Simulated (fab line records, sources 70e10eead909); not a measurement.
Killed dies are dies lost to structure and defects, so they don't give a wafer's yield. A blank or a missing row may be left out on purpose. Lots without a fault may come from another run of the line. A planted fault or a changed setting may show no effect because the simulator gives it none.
fab line records | flow nand_harc | part 2 of 2: steps 6 to 6 of 6
record lots=9 wafers=27 last_day=31
route steps=1302 shown A_CHANNEL_HOLE_D1@483 A_CHANNEL_FILL_D1@504 END@1301
lots that met no fault: from a run of the same line without faults
start_h: hours from the record's first day to the start of the lot's first wafer shown | wait_h: hours since the lot's step before | " the same as in the row above | L1.1+2: a row that stands for several wafers | - no value, or no start given | * or withheld: withheld | < > ~ a bound
route shown NAME@n: a module of which the file shows steps, and the number in the route of the first | usual: mean/standard deviation of fault-free wafers | same: alike in all rows | chamber/n: place in a boat | sites: the reading at each site | _std_site: their standard deviation | _edge_site: outer sites' mean less inner sites' | radius_mm: how far each site lies from the wafer's centre | mask NAME#n: copy n | behind: the tool/chamber that last shaped the wafer | hold: why the lot was held/for how many hours/how that ended | device: the transistor (n, p or np) that didn't switch | end of line: the same wafers' tests at the end of the route | a step without rows: its recipe alone | killed: dies lost to structure and defects at the first sort, not the wafer's yield | map: a wafer's dies, x killed, . not, _ none there
set.NAME: the setting as run; set.NAME@STEP: as run at that earlier step | model.NAME: the simulator's own value behind a step, which no gauge read
steps of the route over a sample of lots; a table a step, a row a wafer
services: from which hour (start_h, from the record's first day; less than 0 if before it) a tool's chamber was out of use, for how many hours, and why
## steps
# step NHARC_END_SORT_01
# recipe temp_c=25
# usual killed_at_array=57/17 killed_at_other=0.5/0.82 killed_at_periphery=4.0/2.8 killed_dies=61/18 killed_open=2.9/2 killed_short=2.3/1.7
# same gross_dies=677
# columns lot.wafer tool chamber start_h wait_h hold killed_at_array killed_at_other killed_at_periphery killed_dies killed_open killed_short
L258.1 prober-01 0 614.61 2.5 - 64 1 4 69 2 1
L258.3 prober-01 0 616.20 3.1 - 65 0 4 69 6 3
L258.5 prober-01 0 617.78 3.7 - 66 0 5 71 1 2
L262.1 prober-02 0 638.08 2.5 - 52 1 2 55 6 1
L262.2 prober-02 0 638.87 2.8 - 57 0 2 59 4 0
L262.4 prober-02 0 640.45 3.4 - 46 0 3 49 4 1
L263.1 prober-02 0 645.84 2.5 - 63 2 1 66 1 0
L263.3 prober-02 0 647.44 3.1 - 78 2 2 82 6 7
L263.5 prober-02 0 649.04 3.7 - 75 2 0 77 2 3
L268.1 prober-01 0 686.13 2.5 - 26 2 8 36 2 3
L268.2 prober-01 0 686.93 2.8 - 23 1 7 31 2 3
L268.4 prober-01 0 688.53 3.4 - 16 0 7 23 0 2
L266.3 prober-02 0 696.00 3.1 - 43 0 11 54 3 3
L266.5 prober-02 0 697.57 3.6 - 44 0 6 50 0 2
L266.6 prober-02 0 698.35 3.9 - 42 1 7 50 5 1
L272.1 prober-02 0 717.91 2.5 - 75 0 9 84 5 1
L272.2 prober-02 0 718.70 2.8 - 87 0 8 95 1 1
L272.4 prober-02 0 720.29 3.4 - 98 0 4 102 0 0
L269.2 prober-02 0 719.38 3.5 await_dispo/0.7h/release 31 0 4 35 5 3
L269.5 prober-02 0 721.76 4.4 await_dispo/0.7h/release 37 0 1 38 1 0
L269.6 prober-02 0 722.55 4.7 await_dispo/0.7h/release 47 0 4 51 0 3
L270.1 prober-01 0 721.95 6.5 await_dispo/4.0h/release 43 0 2 45 5 5
L270.2 prober-01 0 722.76 6.8 await_dispo/4.0h/release 45 0 3 48 2 4
L270.4 prober-01 0 724.39 7.4 await_dispo/4.0h/release 60 1 3 64 5 4
L271.3 prober-01 0 733.23 8.9 await_dispo/5.8h/release 53 0 3 56 2 0
L271.5 prober-01 0 734.83 9.5 await_dispo/5.8h/release 77 0 4 81 7 5
L271.6 prober-01 0 735.63 9.8 await_dispo/5.8h/release 51 0 2 53 3 1
# killed by level:class
L258.1 A_CHANNEL_HOLE_D2:chamber_film_flake=29 A_SLIT:chamber_film_flake=28 A_CHANNEL_HOLE_D1:chamber_film_flake=5 P_ZERO_WELL:chamber_film_flake=2 P_CONTACT:chamber_film_flake=2 A_SGD_CUT:geometric_particle:open=1 A_M0:geometric_particle:open=1 STARTING-WAFER:geometric_particle:short=1
L258.3 A_SLIT:chamber_film_flake=27 A_CHANNEL_HOLE_D2:chamber_film_flake=19 A_CONTACT:chamber_film_flake=5 A_M0:geometric_particle:open=3 A_CHANNEL_HOLE_D1:chamber_film_flake=2 P_M2:geometric_particle:short=1 A_DECK1_JOINT:geometric_particle:short=1 A_ONON_D2:geometric_particle:open=1
L258.5 A_CHANNEL_HOLE_D2:chamber_film_flake=32 A_SLIT:chamber_film_flake=26 A_CONTACT:chamber_film_flake=3 P_ZERO_WELL:chamber_film_flake=2 P_M0:geometric_particle:short=1 A_CHANNEL_HOLE_D1:geometric_particle:short=1 A_ONON_D2:geometric_particle:open=1 P_GATE:chamber_film_flake=1
L262.1 A_SLIT:chamber_film_flake=32 A_CHANNEL_HOLE_D2:chamber_film_flake=6 A_CHANNEL_FILL_D1:geometric_particle:open=2 A_DECK1_JOINT:chamber_film_flake=2 A_STAIRCASE:chamber_film_flake=2 P_M0:geometric_particle:open=1 A_SOURCE_PLATE:geometric_particle:open=1 A_WL_FILL:geometric_particle:short=1
L262.2 A_SLIT:chamber_film_flake=33 A_CHANNEL_HOLE_D2:chamber_film_flake=11 A_DECK1_JOINT:chamber_film_flake=4 A_STAIRCASE:chamber_film_flake=3 A_CHANNEL_FILL_D2:geometric_particle:open=2 A_CHANNEL_HOLE_D1:chamber_film_flake=2 P_CONTACT:geometric_particle:open=1 A_DECK1_JOINT:geometric_particle:open=1
L262.4 A_SLIT:chamber_film_flake=20 A_CHANNEL_HOLE_D2:chamber_film_flake=13 A_CHANNEL_HOLE_D1:chamber_film_flake=3 A_DECK1_JOINT:chamber_film_flake=3 A_STAIRCASE:chamber_film_flake=2 P_M0:geometric_particle:short=1 P_M2:geometric_particle:open=1 A_CHANNEL_HOLE_D1:geometric_particle:open=1
L263.1 A_CHANNEL_HOLE_D2:chamber_film_flake=35 A_CHANNEL_HOLE_D1:chamber_film_flake=18 A_CONTACT:chamber_film_flake=7 THIN_TSV:chamber_film_flake=2 A_CHANNEL_FILL_D1:geometric_particle:open=1 P_GATE:chamber_film_flake=1 A_ZERO_WELL:chamber_film_flake=1 A_STAIRCASE:chamber_film_flake=1
L263.3 A_CHANNEL_HOLE_D2:chamber_film_flake=32 A_CHANNEL_HOLE_D1:chamber_film_flake=23 A_CHANNEL_FILL_D2:chamber_film_flake=3 A_CHANNEL_FILL_D1:chamber_film_flake=2 A_WL_FILL:chamber_film_flake=2 A_CONTACT:chamber_film_flake=2 THIN_TSV:chamber_film_flake=2 A_SOURCE_PLATE:geometric_particle:open=1
L263.5 A_CHANNEL_HOLE_D2:chamber_film_flake=25 A_CHANNEL_HOLE_D1:chamber_film_flake=25 A_CONTACT:chamber_film_flake=12 A_CHANNEL_FILL_D1:chamber_film_flake=2 A_STAIRCASE:chamber_film_flake=2 A_WL_FILL:chamber_film_flake=2 THIN_TSV:chamber_film_flake=2 A_ONON_D1:geometric_particle:open=1
L268.1 A_CHANNEL_HOLE_D1:chamber_film_flake=11 A_CONTACT:chamber_film_flake=5 P_STI:chamber_film_flake=3 P_CONTACT:chamber_film_flake=2 A_DECK1_JOINT:chamber_film_flake=2 A_STAIRCASE:chamber_film_flake=2 A_SLIT:chamber_film_flake=2 P_GATE:geometric_particle:short=1
L268.2 A_CHANNEL_HOLE_D1:chamber_film_flake=9 A_SLIT:chamber_film_flake=4 A_CONTACT:chamber_film_flake=4 P_STI:chamber_film_flake=3 P_M0:geometric_particle:open=2 P_BONDPAD:chamber_film_flake=2 A_DECK1_JOINT:chamber_film_flake=2 A_CHANNEL_FILL_D1:geometric_particle:short=1
L268.4 A_CHANNEL_HOLE_D1:chamber_film_flake=8 P_CONTACT:chamber_film_flake=3 A_BLC:chamber_film_flake=3 P_STI:chamber_film_flake=2 P_BONDPAD:chamber_film_flake=2 A_CHANNEL_HOLE_D1:geometric_particle:short=1 A_ONON_D2:geometric_particle:short=1 A_CHANNEL_FILL_D2:chamber_film_flake=1
L266.3 A_SLIT:chamber_film_flake=30 A_CHANNEL_HOLE_D1:chamber_film_flake=6 P_CONTACT:chamber_film_flake=5 P_ZERO_WELL:chamber_film_flake=3 P_STI:chamber_film_flake=2 P_CONTACT:geometric_particle:short=1 A_SOURCE_PLATE:geometric_particle:open=1 A_CHANNEL_FILL_D1:geometric_particle:short=1
L266.5 A_SLIT:chamber_film_flake=30 A_CHANNEL_HOLE_D1:chamber_film_flake=5 P_CONTACT:chamber_film_flake=4 A_WL_FILL:chamber_film_flake=4 A_CONTACT:chamber_film_flake=3 P_ZERO_WELL:chamber_film_flake=2 A_CHANNEL_HOLE_D1:geometric_particle:short=1 A_DECK1_JOINT:geometric_particle:short=1
L266.6 A_SLIT:chamber_film_flake=30 P_CONTACT:chamber_film_flake=5 A_CONTACT:chamber_film_flake=4 A_CHANNEL_FILL_D2:geometric_particle:open=2 A_STAIRCASE:chamber_film_flake=2 A_WL_FILL:chamber_film_flake=2 P_CONTACT:geometric_particle:open=1 P_M1:geometric_particle:open=1
L272.1 A_SLIT:chamber_film_flake=31 A_CHANNEL_HOLE_D2:chamber_film_flake=21 A_CHANNEL_HOLE_D1:chamber_film_flake=14 A_CONTACT:chamber_film_flake=4 P_GATE:chamber_film_flake=3 P_M1:chamber_film_flake=3 P_GATE:geometric_particle:open=1 P_M0:geometric_particle:open=1
L272.2 A_CHANNEL_HOLE_D1:chamber_film_flake=33 A_SLIT:chamber_film_flake=32 A_CHANNEL_HOLE_D2:chamber_film_flake=16 P_GATE:chamber_film_flake=3 P_M1:chamber_film_flake=3 A_CONTACT:chamber_film_flake=3 P_STI:geometric_particle:short=1 P_CONTACT:geometric_particle:open=1
L269.2 A_CHANNEL_HOLE_D1:chamber_film_flake=16 A_M0:chamber_film_flake=3 A_STAIRCASE:chamber_film_flake=2 A_SLIT:chamber_film_flake=2 P_GATE:geometric_particle:short=1 P_CONTACT:geometric_particle:open=1 A_CHANNEL_FILL_D1:geometric_particle:short=1 A_DECK1_JOINT:geometric_particle:open=1
L272.4 A_CHANNEL_HOLE_D1:chamber_film_flake=34 A_SLIT:chamber_film_flake=32 A_CHANNEL_HOLE_D2:chamber_film_flake=24 A_CONTACT:chamber_film_flake=5 P_GATE:chamber_film_flake=3 A_STAIRCASE:chamber_film_flake=2 P_ZERO_WELL:chamber_film_flake=1 A_CHANNEL_FILL_D2:chamber_film_flake=1
L269.5 A_CHANNEL_HOLE_D1:chamber_film_flake=19 A_M0:chamber_film_flake=6 A_CHANNEL_FILL_D1:chamber_film_flake=3 A_STAIRCASE:chamber_film_flake=3 A_CONTACT:chamber_film_flake=3 A_BLC:geometric_particle:open=1 P_M1:chamber_film_flake=1 A_ZERO_WELL:chamber_film_flake=1
L270.1 A_CHANNEL_HOLE_D2:chamber_film_flake=19 A_CHANNEL_HOLE_D1:chamber_film_flake=7 A_DECK1_JOINT:geometric_particle:short=2 A_CHANNEL_FILL_D1:chamber_film_flake=2 A_SLIT:chamber_film_flake=2 A_SOURCE_PLATE:geometric_particle:short=1 A_CHANNEL_HOLE_D1:geometric_particle:open=1 A_ONON_D2:geometric_particle:open=1
L269.6 A_CHANNEL_HOLE_D1:chamber_film_flake=33 A_SLIT:chamber_film_flake=3 A_ONON_D2:geometric_particle:short=2 P_STI:chamber_film_flake=2 A_STAIRCASE:chamber_film_flake=2 A_M1:geometric_particle:short=1 P_GATE:chamber_film_flake=1 P_M1:chamber_film_flake=1
L270.2 A_CHANNEL_HOLE_D2:chamber_film_flake=26 A_CHANNEL_HOLE_D1:chamber_film_flake=5 A_SLIT:chamber_film_flake=4 P_STI:chamber_film_flake=3 A_WL_FILL:geometric_particle:open=2 A_CHANNEL_FILL_D1:chamber_film_flake=2 A_ONON_D1:geometric_particle:short=1 A_CHANNEL_FILL_D1:geometric_particle:short=1
L270.4 A_CHANNEL_HOLE_D2:chamber_film_flake=24 A_CHANNEL_HOLE_D1:chamber_film_flake=13 A_SLIT:chamber_film_flake=6 A_CHANNEL_FILL_D1:chamber_film_flake=4 A_STAIRCASE:chamber_film_flake=3 A_CONTACT:chamber_film_flake=3 P_CONTACT:geometric_particle:open=2 A_WL_FILL:geometric_particle:short=2
L271.3 A_CHANNEL_HOLE_D2:chamber_film_flake=26 A_CHANNEL_HOLE_D1:chamber_film_flake=17 P_M1:chamber_film_flake=3 A_SLIT:chamber_film_flake=3 A_STAIRCASE:chamber_film_flake=2 A_SOURCE_PLATE:geometric_particle:open=1 A_BLC:geometric_particle:open=1 A_WL_FILL:chamber_film_flake=1
L271.5 A_CHANNEL_HOLE_D1:chamber_film_flake=33 A_CHANNEL_HOLE_D2:chamber_film_flake=28 A_CONTACT:chamber_film_flake=4 A_ONON_D2:geometric_particle:open=3 A_SLIT:chamber_film_flake=2 P_M0:geometric_particle:short=1 P_M1:geometric_particle:open=1 A_SOURCE_PLATE:geometric_particle:open=1
L271.6 A_CHANNEL_HOLE_D2:chamber_film_flake=24 A_CHANNEL_HOLE_D1:chamber_film_flake=20 A_CONTACT:chamber_film_flake=2 P_M0:geometric_particle:open=1 A_CHANNEL_FILL_D1:geometric_particle:open=1 A_SGD_CUT:geometric_particle:open=1 A_WL_FILL:geometric_particle:short=1 P_M1:chamber_film_flake=1
## services
# columns tool chamber start_h hours kind
rie_diel-10 1 199.14 7.6 repair
rie_diel-10 2 207.17 8.8 repair
rie_diel-03 0 211.45 - clean
rie_diel-03 1 211.45 - clean
rie_diel-03 2 211.45 - clean
rie_diel-03 3 211.45 - clean
rie_diel-07 0 211.67 2.3 repair
rie_diel-10 0 214.78 1.6 repair
rie_diel-10 - 228.26 0.7 repair
rie_diel-03 0 236.18 - clean
rie_diel-03 1 236.18 - clean
rie_diel-03 2 236.18 - clean
rie_diel-10 - 243.02 9.0 pm
rie_diel-07 3 244.60 3.2 repair
rie_diel-03 - 281.45 9.0 pm
rie_diel-07 - 295.24 9.0 pm
rie_diel-03 3 322.46 13.9 repair
rie_diel-07 3 326.27 4.9 repair
rie_diel-10 2 339.80 16.6 repair
rie_diel-07 1 342.47 4.8 repair
rie_diel-03 1 347.12 5.1 repair
rie_diel-07 1 355.11 4.6 repair
lpcvd_poly-03 - 362.00 1.9 repair
xsem-01 - 374.00 14.0 pm
## key
first_sign step=NHARC_A_CHANNEL_FILL_D1_CVD_05 reading=spike_tc_lower_C direction=up sigmas=12 usual=549.8 struck=560.5
effect step=NHARC_A_CHANNEL_FILL_D1_CVD_05 reading=spike_tc_upper_C direction=up sigmas=10 usual=549.3 struck=559.8
effect step=NHARC_END_WLT_00 reading=VT_DECK1_TOP direction=up sigmas=10 usual=0.895 struck=0.966
effect step=NHARC_END_SORT_01 reading=hold direction=added
met_at NHARC_A_CHANNEL_FILL_D1_CVD_05
struck_lots L269,L270,L271
tester_left_out L269,L270,L271
not_acting_at NHARC_A_CHANNEL_HOLE_D1_ETCH_44,NHARC_A_CHANNEL_HOLE_D1_STRIP_27,NHARC_A_CHANNEL_HOLE_D1_XSEM_31
onset_between 343.32 357.40
fault kind=process_parameter_drift tool=lpcvd_poly-03 chamber=- onset_h=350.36 steps=NHARC_A_CHANNEL_FILL_D1_CVD_05 channel=temp_c offset=* shape=step end_h=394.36 acts_in=* stated=*
# tester_left_out: of these lots the tester's yield and bins aren't shown, on N5 and GAA mostly nor the transistor test; their killed dies are dies lost to structure and defects alone, not to doping, threshold or leakage, so they don't give the yield
